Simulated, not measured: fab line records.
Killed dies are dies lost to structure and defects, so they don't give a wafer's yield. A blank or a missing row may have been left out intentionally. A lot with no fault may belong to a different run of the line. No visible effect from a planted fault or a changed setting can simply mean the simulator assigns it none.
Chamber matching	flow nand harc	NHARC_A_WL_FILL_ALD_02 on ald metal-02 has 4 sister chambers
The step deposits TiN, target thk 2 nm, pulse time 3 s, ald cycles 100. 4 wafers are shown with their chamber, then 9 later ones without.

== WAFERS PAIRED WITH THEIR CHAMBERS ==
wafer	chamber	heater power outer w (W)
L465.3	2	723
L469.1	0	635
L469.2	1	777
L469.4	3	629

== WAFERS WHOSE CHAMBER IS MISSING ==
wafer	heater power outer w (W)
L468.2	792
L468.5	759
L468.6	636
L470.1	640
L470.2	628
L470.4	730
L472.1	727
L472.3	642
L472.5	736

== WHICH CHAMBER EACH WENT THROUGH ==
wafer	from the rows above	in truth
L468.2	1	1
L468.5	can't be placed: 1 or 2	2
L468.6	can't be placed: 0 or 3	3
L470.1	can't be placed: 0 or 3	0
L470.2	can't be placed: 3 or 0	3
L470.4	2	2
L472.1	2	2
L472.3	can't be placed: 0 or 3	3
L472.5	2	2
Placed correctly: 4 of 9. These rows do not allow placing 5 (true chamber among the candidates in 5). Wrongly placed: 0.
How it was worked out, from the rows above alone: a wafer's distance from a chamber is the root of the sum, over the readings, of the square of ((its reading less the chamber's mean) divided by the reading's scatter). The wafer belongs to the nearest chamber; if the next one is less than 2 further off, it can't be placed. A chamber's mean is the mean of its shown wafers. The scatter: root of mean squared gap, hidden wafer to nearest shown wafer, with one shown wafer a chamber.
